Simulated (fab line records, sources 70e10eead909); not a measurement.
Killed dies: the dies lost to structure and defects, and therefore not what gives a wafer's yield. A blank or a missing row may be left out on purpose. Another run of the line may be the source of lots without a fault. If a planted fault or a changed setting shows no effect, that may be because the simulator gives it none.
fab line records	flow nand-harc
record: lots: 13	wafers: 39	last-day: 25
route steps=1159 shown A_CONTACT@912
lots that met no fault: taken from a fault-free run of the same line
start-h: the number of hours between the record's first day and the start of the first shown wafer of the lot	wait-h: hours from the lot's prior step to this one	" same as the row above	L1.1+2: several wafers, shown together as one row	- no value, or no start given	* or withheld: withheld	< > ~ a bound
route shown NAME@n: names a module that has steps shown in the file, with the first one's number in the route	usual: mean and standard deviation over wafers with no fault	same: alike in all rows	chamber/n: place in a boat	sites: the reading at each site	_std_site: their standard deviation	_edge_site: inner sites' mean taken away from outer sites' mean	radius-mm: how far each site lies from the wafer's centre	mask NAME#n: copy n	behind: the most recent tool/chamber to have shaped the wafer	hold: the reason the lot was held/the length of the hold in hours/how it ended	device: whichever transistor did not switch (one of n, p or np)	end of line: tests of these same wafers at the route's end	a step given without rows: its recipe and nothing more	killed: dies lost to structure and defects at the first sort, not the wafer's yield	map: dies across one wafer; x = killed, . = not, _ = none there
set.NAME: the setting as run; set.NAME@STEP: as run at that earlier step	model.NAME: the simulator's own value behind a step, which no gauge read
steps of the route over a sample of lots; a table a step, a row a wafer
services: when a tool's chamber went out of use (start-h, in hours from the record's first day, below 0 if earlier), for how many hours, and the reason
== steps ==
step: NHARC_A_CONTACT_ETCH_132
recipe: source-w: withheld	pressure-mtorr: 20	bias-v: 1200	time-s: 156	target-depth-a: 9580	ar-flow-sccm: withheld	c4f8-flow-sccm: withheld	o2-flow-sccm: withheld	chemistry: C4F8/O2/Ar
lot.wafer	tool	chamber	start-h	wait-h	rf-hours-counter-h
L357.2	har-cap-etch-01	1	374.57	0.1	57
L357.3	"	1	"	"	-
L357.5	"	1	"	"	-
L358.2	har-cap-etch-01	0	386.63	0.1	59
L358.3	"	1	"	"	-
L358.4	"	0	"	"	-
L359.4	har-cap-etch-03	0	389.58	0.1	-
L359.5	"	0	"	"	-
L359.6	"	1	"	"	-
L361.2	har-cap-etch-03	1	400.74	0.1	84
L361.3	"	1	"	"	-
L361.6	"	1	"	"	-
L362.1	har-cap-etch-02	1	406.97	0.1	17
L362.3	"	0	"	"	-
L362.6	"	0	"	"	-
L363.2	har-cap-etch-02	0	436.09	0.1	23
L363.3	"	0	"	"	-
L363.4	"	1	"	"	-
L370.1	har-cap-etch-01	1	446.96	0.2	70
L370.4	"	1	"	"	-
L370.5	"	0	"	"	-
L372.3	har-cap-etch-01	1	459.00	0.1	-
L372.4	"	0	"	"	-
L372.5	"	1	"	"	-
L374.1	har-cap-etch-01	0	476.71	0.1	75
L374.3	"	1	"	"	-
L374.4	"	0	"	"	-
L375.1	har-cap-etch-02	1	488.88	0.1	34
L375.2	"	0	"	"	34
L375.5	"	1	"	"	-
L377.2	har-cap-etch-01	0	494.72	0.1	78
L377.3	"	1	"	"	-
L377.4	"	0	"	"	-
L378.2	har-cap-etch-01	0	499.33	0.1	80
L378.1	"	1	"	"	80
L378.4	"	0	"	"	-
L379.1	har-cap-etch-01	1	528.13	0.1	85
L379.4	"	0	"	"	-
L379.3	"	1	"	"	-
step: NHARC_A_CONTACT_CD_MEAS_08
recipe: target-cd-nm: 100	landing-energy-ev: 500
usual: cd-nm: 99.8/0.52
lot.wafer	tool	chamber	start-h	wait-h	cd-nm
L357.2	cd-sem-01	0	381.26	-	100.8
L357.3	"	0	"	"	100.6
L357.5	"	0	"	"	100.7
L358.2	cd-sem-01	0	390.60	-	100.3
L358.3	"	0	"	"	101.0
L358.4	"	0	"	"	100.3
L359.4	cd-sem-01	0	395.00	-	100.7
L359.5	"	0	"	"	99.5
L359.6	"	0	"	"	99.6
L361.2	cd-sem-01	0	405.53	-	99.9
L361.3	"	0	"	"	100.3
L361.6	"	0	"	"	99.6
L362.1	cd-sem-01	0	411.40	-	100.0
L362.3	"	0	"	"	99.9
L362.6	"	0	"	"	99.4
L363.2	cd-sem-03	0	440.20	-	99.9
L363.3	"	0	"	"	99.5
L363.4	"	0	"	"	99.6
L370.1	cd-sem-01	0	452.89	-	100.2
L370.4	"	0	"	"	99.5
L370.5	"	0	"	"	100.0
L372.3	cd-sem-02	0	463.05	-	99.9
L372.4	"	0	"	"	99.8
L372.5	"	0	"	"	99.5
L374.1	cd-sem-03	0	483.29	-	99.4
L374.3	"	0	"	"	100.3
L374.4	"	0	"	"	99.7
L375.1	cd-sem-03	0	495.36	-	98.6
L375.2	"	0	"	"	98.7
L375.5	"	0	"	"	98.7
L377.2	cd-sem-01	0	498.70	-	99.7
L377.3	"	0	"	"	99.9
L377.4	"	0	"	"	99.3
L378.1	cd-sem-03	0	503.17	-	100.0
L378.2	"	0	"	"	100.1
L378.4	"	0	"	"	99.7
L379.1	cd-sem-02	0	532.37	-	100.4
L379.3	"	0	"	"	100.4
L379.4	"	0	"	"	100.4
step: NHARC_A_CONTACT_ETCH_31
recipe: target-depth-a: 20000	over-etch-frac: 0.3	time-s: 520	ion-energy-ev: 150	o2-flow-sccm: 400	cos-flow-sccm: 20	ar-flow-sccm: 0	rf-w: 500	bias-w: 300	chemistry: O2/COS
usual: drypump-motor-current-A: 5.7/0.52	oes-product-au: 0.999/0.01	over-etch-frac: 0.3/0	rf-vpp-V: 313.8/1.9	showerhead-plenum-p-Torr: 3.10/0.12	throttle-valve-pct: 28.329/0.0084
lot.wafer	tool	chamber	start-h	wait-h	drypump-motor-current-A	oes-product-au	over-etch-frac	rf-hours-counter-h	rf-vpp-V	showerhead-plenum-p-Torr	throttle-valve-pct
L357.2	rie-diel-07	2	382.22	-	4.9	0.991	0.3	60	311.6	3.10	28.338
L357.3	"	1	"	"	6.1	1.006	0.3	50	312.3	2.92	28.328
L357.5	"	3	"	"	5.7	1.004	0.3	-	315.8	3.34	28.336
L358.2	rie-diel-08	1	391.41	-	6.6	1.004	0.3	18	314.2	3.02	28.338
L358.4	"	2	"	"	6.1	1.012	0.3	16	313.3	3.09	28.318
L358.3	"	3	"	"	5.2	1.001	0.3	16	311.7	2.96	28.328
L359.4	rie-diel-08	1	395.81	-	6.6	0.992	0.3	19	313.0	3.02	28.337
L359.6	"	0	"	"	5.6	1.013	0.3	-	314.6	3.13	28.339
L359.5	"	1	"	"	6.6	0.991	0.3	-	312.4	3.02	28.331
L361.2	rie-diel-08	1	406.30	-	6.6	1.003	0.3	21	313.3	3.02	28.341
L361.3	"	2	"	"	6.0	0.999	0.3	19	316.0	3.09	28.331
L361.6	"	2	"	"	6.0	1.010	0.3	-	313.1	3.09	28.324
L362.1	rie-diel-05	1	412.28	-	6.1	1.002	0.3	24	313.7	3.12	28.325
L362.3	"	2	"	"	6.3	1.018	0.3	23	317.2	3.33	28.331
L362.6	"	2	"	"	6.3	1.001	0.3	-	316.2	3.33	28.333
L363.2	rie-diel-05	0	440.98	-	5.3	0.988	0.48189	32	316.8	3.29	28.329
L363.3	"	1	"	"	6.1	1.004	0.48189	32	313.3	3.11	28.319
L363.4	"	3	"	"	5.0	1.013	0.48189	32	315.0	3.21	28.315
L370.4	rie-diel-05	1	453.67	-	6.1	0.990	0.48189	38	313.5	3.11	28.323
L370.1	"	2	"	"	6.3	0.989	0.48189	39	316.3	3.32	28.331
L370.5	"	2	"	"	6.3	0.983	0.48189	-	318.4	3.32	28.323
L372.3	rie-diel-07	1	464.33	-	6.0	1.001	0.3	17	310.1	2.91	28.339
L372.4	"	2	"	"	4.9	1.002	0.3	18	312.7	3.09	28.326
L372.5	"	0	"	"	5.3	0.998	0.3	-	311.9	3.04	28.351
L374.3	rie-diel-07	0	484.15	-	5.3	1.001	0.3	24	312.5	3.03	28.341
L374.4	"	2	"	"	4.9	1.002	0.3	26	314.2	3.08	28.332
L374.1	"	3	"	"	5.7	0.985	0.3	26	318.1	3.33	28.335
L375.2	rie-diel-08	2	496.60	-	6.0	0.990	0.3	2	313.3	3.08	28.318
L375.1	"	3	"	"	5.2	1.001	0.3	2	310.8	2.95	28.323
L375.5	"	2	"	"	6.1	0.984	0.3	-	314.6	3.08	28.337
L377.4	rie-diel-08	3	499.51	-	5.2	1.008	0.3	3	311.5	2.95	28.327
L377.2	"	0	"	"	5.6	0.995	0.3	3	312.6	3.12	28.324
L377.3	"	1	"	"	6.5	1.005	0.3	3	313.1	3.01	28.336
L378.2	rie-diel-07	2	504.07	-	4.9	0.993	0.3	33	313.9	3.08	28.325
L378.4	"	3	"	"	5.7	0.992	0.3	32	317.3	3.32	28.331
L378.1	"	0	"	"	5.3	0.987	0.3	31	313.5	3.03	28.334
L379.1	rie-diel-08	0	533.52	-	5.6	0.987	0.3	9	312.8	3.12	28.319
L379.4	"	1	"	"	6.5	0.992	0.3	9	312.9	3.01	28.331
L379.3	"	2	"	"	6.1	1.001	0.3	10	314.0	3.08	28.337
step: NHARC_A_CONTACT_ETCH_135
recipe: source-w: withheld	pressure-mtorr: 20	bias-v: 3000	time-s: 132	target-depth-a: 12870	ar-flow-sccm: withheld	c4f8-flow-sccm: withheld	o2-flow-sccm: withheld	chemistry: C4F8/O2/Ar
lot.wafer	tool	chamber	start-h	wait-h	rf-hours-counter-h
L357.2	har-cap-etch-03	0	382.84	0.2	80
L357.3	"	1	"	"	-
L357.5	"	0	"	"	-
L358.2	har-cap-etch-02	0	391.99	0.2	15
L358.3	"	1	"	"	-
L358.4	"	0	"	"	-
L359.4	har-cap-etch-02	1	396.43	0.1	-
L359.5	"	0	"	"	-
L359.6	"	1	"	"	-
L361.2	har-cap-etch-01	0	406.92	0.2	62
L361.3	"	0	"	"	-
L361.6	"	1	"	"	-
L362.1	har-cap-etch-01	0	412.90	0.2	63
L362.3	"	0	"	"	-
L362.6	"	0	"	"	-
L363.2	har-cap-etch-01	0	441.57	0.2	69
L363.3	"	0	"	"	-
L363.4	"	1	"	"	-
L370.1	har-cap-etch-03	1	454.29	0.2	95
L370.4	"	0	"	"	-
L370.5	"	0	"	"	-
L372.3	har-cap-etch-02	0	464.93	0.1	-
L372.4	"	1	"	"	-
L372.5	"	0	"	"	-
L374.1	har-cap-etch-02	1	484.74	0.2	32
L374.3	"	1	"	"	-
L374.4	"	0	"	"	-
L375.1	har-cap-etch-03	1	497.21	0.2	101
L375.2	"	0	"	"	101
L375.5	"	1	"	"	-
L377.2	har-cap-etch-02	1	500.10	0.2	35
L377.4	"	0	"	"	-
L377.3	"	1	"	"	-
L378.2	har-cap-etch-01	0	504.63	0.2	80
L378.1	"	1	"	"	80
L378.4	"	0	"	"	-
L379.1	har-cap-etch-03	1	534.14	0.2	108
L379.3	"	0	"	"	-
L379.4	"	1	"	"	-
== services ==
tool	chamber	start-h	hours	kind
rie-diel-08	0	360.04	-	clean
rie-diel-08	1	360.04	-	clean
rie-diel-08	2	360.04	-	clean
rie-diel-08	3	360.04	-	clean
har-cap-etch-02	-	368.56	0.1	repair
rie-diel-08	3	375.86	2.3	repair
rie-diel-08	0	384.60	-	clean
rie-diel-08	1	384.60	-	clean
rie-diel-08	2	384.60	-	clean
rie-diel-08	3	384.60	-	clean
rie-diel-05	0	394.89	4.7	repair
rie-diel-07	3	395.32	2.2	repair
rie-diel-07	-	405.70	9.0	pm
rie-diel-08	0	409.17	-	clean
rie-diel-08	1	409.17	-	clean
rie-diel-08	2	409.17	-	clean
rie-diel-08	3	409.17	-	clean
rie-diel-08	0	433.67	-	clean
rie-diel-08	1	433.67	-	clean
rie-diel-08	2	433.67	-	clean
rie-diel-07	-	477.77	0.5	repair
rie-diel-08	-	478.80	9.0	pm
rie-diel-08	0	511.88	5.2	repair
rie-diel-05	-	517.63	9.0	pm
== key ==
first-sign: step: NHARC_A_CONTACT_ETCH_31	reading: over-etch-frac	direction: up	sigmas: 99+	usual: 0.3	struck: 0.48189
effect none on later readings
met-at NHARC_A_CONTACT_ETCH_31
struck-lots L363,L370
tester-left-out L363,L370
not-acting-at NHARC_A_CONTACT_ETCH_132,NHARC_A_CONTACT_CD_MEAS_08,NHARC_A_CONTACT_ETCH_135
onset-between 412.28 440.98
fault: kind: process-parameter-drift	tool: rie-diel-05	chamber: -	onset-h: 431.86	steps: NHARC_A_CONTACT_ETCH_31	channel: over-etch-frac	offset: 0.18189	shape: step	end-h: 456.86	acts-in: these-recipes-only	stated: 0.3
tester-left-out: of these lots the tester's yield and bins aren't shown, on N5 and GAA mostly nor the transistor test; their killed dies are dies lost to structure and defects alone, not to doping, threshold or leakage, so they don't give the yield
